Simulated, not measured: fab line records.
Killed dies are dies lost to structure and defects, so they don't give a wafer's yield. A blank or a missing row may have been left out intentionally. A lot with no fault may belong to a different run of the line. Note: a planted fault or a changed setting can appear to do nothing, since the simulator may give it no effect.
A lot that was struck, set against a sound lot :: flow nand_harc :: 33 out of 1302 route steps
Sound: wafers L616.3, L616.4, L616.6. Struck: wafers L623.2, L623.3 (left out: L623.5, a lot-mate that was not struck); the cause follows at the end.
At each step with rows: each side's tool, then ch and its chambers, then its first start. Under that, the readings that differ: sound wafers :: struck wafers :: difference of the means :: sigmas: that difference in standard deviations of wafers without a fault.
alike: same words and numbers on both sides, and readings whose means sit less than 2 such deviations apart. not compared: any withheld reading, any reading some wafer has no value for, any bound like >300 that may hide the same value, and any number with overlapping values for which the record gives no deviation.
The two part at a step that has a row with sigmas, a row that says differs or no value, or rows on one side only. Numbers that have no deviation but don't overlap get no sigmas and don't part them. A reading that every wafer of one side lacks parts them only if that side has two wafers or more.

first, 3 steps without rows for these wafers: NHARC_A_CHANNEL_HOLE_D1_EXPOSE_07 (exposes mask HOLE D1, target cd 100 nm); NHARC_A_CHANNEL_HOLE_D1_PEB_08 (peb time 65 s); NHARC_A_CHANNEL_HOLE_D1_DEVELOP_09 (develop time 35 s).
NHARC_A_CHANNEL_HOLE_D1_CD_MEAS_10: the cd target is 100 nm.
  sound on cd_sem-01 ch 0, day 13 03:38; struck on cd_sem-02 ch 0, day 15 19:37
  alike: cd_nm
NHARC_A_CHANNEL_HOLE_D1_OVL_MEAS_11:
  struck on overlay-01, day 15 19:41; sound on overlay-02, day 13 03:43
  alike: overlay_x_nm, overlay_y_nm
NHARC_A_CHANNEL_HOLE_D1_INSPECT_12:
  struck on defect_inspect-01, day 15 19:44; sound on defect_inspect-02, day 13 03:45
  alike: raw_defect_count
NHARC_A_CHANNEL_HOLE_D1_DESCUM_15: chemistry O2, time 3 s.
  sound on rie_diel-08 ch 0,3, day 13 03:49; struck on rie_diel-08 ch 0,3, day 15 19:48
  alike: drypump_motor_current_A, oes_product_au, rf_vpp_V, showerhead_plenum_p_Torr, throttle_valve_pct
  not compared: rf_hours_counter_h
then, 3 steps without rows for these wafers: NHARC_A_CHANNEL_HOLE_D1_ETCH_38 (etches the open film in CF4, target depth 39 nm, time 65 s); NHARC_A_CHANNEL_HOLE_D1_ETCH_39 (etches the open film in N2/H2, target depth 260 nm, time 325 s); NHARC_A_CHANNEL_HOLE_D1_ETCH_34 (etches the open film in CF4/CHF3, target depth 154 nm, time 77 s).
NHARC_A_CHANNEL_HOLE_D1_ETCH_16: etches the open film in O2/COS, target depth 3100 nm, time 806 s.
  sound: rie_diel-08 ch 0,2,3; struck: rie_diel-08 ch 1,2
  alike: bias_w, drypump_motor_current_A, oes_product_au, rf_vpp_V, showerhead_plenum_p_Torr, throttle_valve_pct
  not compared: rf_hours_counter_h
NHARC_A_CHANNEL_HOLE_D1_CD_MEAS_18:
  struck on cd_sem-01, day 15 20:54; sound on cd_sem-02, day 13 04:55
  alike: cd_nm
NHARC_A_CHANNEL_HOLE_D1_ETCH_19: etches the open film in C4F8/O2/Ar, time 34.5 s.
  sound on har_etch-01 ch 0,1, day 13 05:26; struck on har_etch-01 ch 1, day 15 20:58
  alike: drypump_motor_current_A, showerhead_plenum_p_Torr, throttle_valve_pct
  not compared: rf_hours_counter_h
then, 4 steps without rows for these wafers: NHARC_A_CHANNEL_HOLE_D1_ETCH_20 (etches the open film in C4F8/O2/Ar, time 361.9 s, target depth 1600 nm); NHARC_A_CHANNEL_HOLE_D1_ETCH_21 (etches the open film in C4F8/O2/Ar, time 514.3 s, target depth 1600 nm); NHARC_A_CHANNEL_HOLE_D1_ETCH_22 (etches the open film in C4F8/O2/Ar, time 666.7 s, target depth 1600 nm); NHARC_A_CHANNEL_HOLE_D1_ETCH_23 (etches the open film in C4F8/O2/Ar, time 819 s, target depth 1600 nm).
NHARC_A_CHANNEL_HOLE_D1_ETCH_24: etches the open film in C4F8/O2/Ar, time 906.2 s, target depth 1500 nm.
  sound on har_etch-01 ch 0,1, day 13 07:47; struck on har_etch-01 ch 1, day 15 23:05
  alike: drypump_motor_current_A, showerhead_plenum_p_Torr, throttle_valve_pct
  not compared: rf_hours_counter_h
then, 2 steps without rows for these wafers: NHARC_A_CHANNEL_HOLE_D1_ETCH_25 (etches the open film in C4F8/O2/Ar, time 1040.2 s, target depth 1500 nm); NHARC_A_CHANNEL_HOLE_D1_ETCH_26 (etches the open film in C4F8/O2/Ar, time 224.1 s, target depth 300 nm).
NHARC_A_CHANNEL_HOLE_D1_ETCH_33: etches the open film in C4F8/O2/Ar, time 90 s, target depth 400 nm.
  sound on har_etch-01 ch 0,1, day 13 09:25; struck on har_etch-01 ch 1, day 16 00:58
  alike: drypump_motor_current_A, showerhead_plenum_p_Torr, throttle_valve_pct
  not compared: rf_hours_counter_h
then, 7 steps without rows for these wafers: NHARC_A_CHANNEL_HOLE_D1_STRIP_41 (strips in N2/H2); NHARC_A_CHANNEL_HOLE_D1_STRIP_42 (strips in CF4/CHF3); NHARC_A_CHANNEL_HOLE_D1_STRIP_43 (strips in O2/COS); NHARC_A_CHANNEL_HOLE_D1_ETCH_44 (etches the open film in CF4/O2, target depth 140 nm, overetch 14 nm, time 77 s); NHARC_A_CHANNEL_HOLE_D1_STRIP_27 (strips in O2); NHARC_A_CHANNEL_HOLE_D1_PRECLEAN_28 (cleans in SC1); NHARC_A_CHANNEL_HOLE_D1_SRD_29.
NHARC_A_CHANNEL_HOLE_D1_CD_MEAS_30:
  struck on cd_sem-01, day 16 02:35; sound on cd_sem-02, day 13 10:55
reading: cd_nm (nm)
sound: 91.2 90.3 90.9
struck: 86.5 89.6
difference: -2.8
sigmas: -2
NHARC_A_CHANNEL_HOLE_D1_XSEM_31:
  sound on xsem-02 ch 0, day 13 11:01; struck on xsem-01 ch 0, day 16 02:40
  alike: bot_cd_nm, bow_nm, tilt_deg
NHARC_A_CHANNEL_HOLE_D1_INSPECT_40:
  struck on defect_inspect-02, day 16 02:46; sound on defect_inspect-01, day 13 11:06
reading: raw_defect_count
sound: 30 25 66
struck: 1369 1374
difference: +1331
sigmas: +58
then, 1 step without rows for these wafers: NHARC_A_CHANNEL_FILL_D1_PRECLEAN_00 (cleans in SC1).
-- break in the record here, with 16 days between the starts of the struck wafers on either side (left off in module A_CHANNEL_FILL_D1, picked up again in module END, where the first step shown is number 1302 on the route) --
NHARC_END_SORT_01:
  sound on prober-02 ch 0, day 29 21:07; struck on prober-01 ch 0, day 31 15:11
reading: killed_at_array
sound: 26
struck: 125 115
difference: +94
sigmas: +5

reading: killed_dies
sound: 36
struck: 130 122
difference: +90
sigmas: +5
  alike: killed_at_other, killed_at_periphery, killed_open, killed_short

== WHERE THEY PART ==
Earliest at NHARC_A_CHANNEL_HOLE_D1_CD_MEAS_30; latest, in this record, at NHARC_END_SORT_01.

WHY: what had been put in by the simulator
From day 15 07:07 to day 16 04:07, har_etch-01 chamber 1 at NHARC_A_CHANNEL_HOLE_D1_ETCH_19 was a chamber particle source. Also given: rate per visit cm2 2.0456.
